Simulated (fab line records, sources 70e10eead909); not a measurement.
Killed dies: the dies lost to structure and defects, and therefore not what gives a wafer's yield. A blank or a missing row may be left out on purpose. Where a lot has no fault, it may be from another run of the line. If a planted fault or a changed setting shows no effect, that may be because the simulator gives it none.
Chamber matching    flow nand-harc    4 sister chambers for NHARC_P_M1_DESCUM_14 on rie-diel-02
The step chemistry O2, time 3 s. 4 wafers are shown with their chamber, then 12 later ones without.

## WAFERS WITH THEIR CHAMBER
wafer   chamber  drypump-motor-current-A (A)
L086.4  0        5.7
L088.1  2        5.4
L088.2  1        6.2
L088.6  3        6.1

## WAFERS MISSING THEIR CHAMBER
wafer   drypump-motor-current-A (A)
L090.1  5.7
L090.3  5.4
L090.6  6.0
L094.1  5.4
L094.4  6.1
L094.6  5.7
L095.1  6.1
L095.2  5.4
L095.4  6.1
L097.1  5.7
L097.2  6.1
L097.6  6.2

## WHICH CHAMBER EACH ONE RAN IN
wafer    from the rows above   in truth
L090.1   0                     0
L090.3   2                     2
L090.6   3                     3
L094.1   2                     2
L094.4   3                     3
L094.6   0                     0
L095.1   3                     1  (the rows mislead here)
L095.2   2                     2
L095.4   3                     3
L097.1   0                     0
L097.2   3                     3
L097.6   1                     1
Placed correctly: 11 of 12. From these rows, 0 cannot be placed. Number placed wrongly: 1.
How it was worked out, from the rows above alone: a wafer's distance from a chamber is the root of the sum, over the readings, of the square of ((its reading less the chamber's mean) divided by the reading's scatter). The wafer belongs to the nearest chamber; if the next one is less than 2 further off, it can't be placed. Each chamber's mean is taken over the wafers shown for it. The scatter (one wafer shown for each chamber): square how far every hidden wafer sits from the nearest shown wafer, average those squares and take the square root.
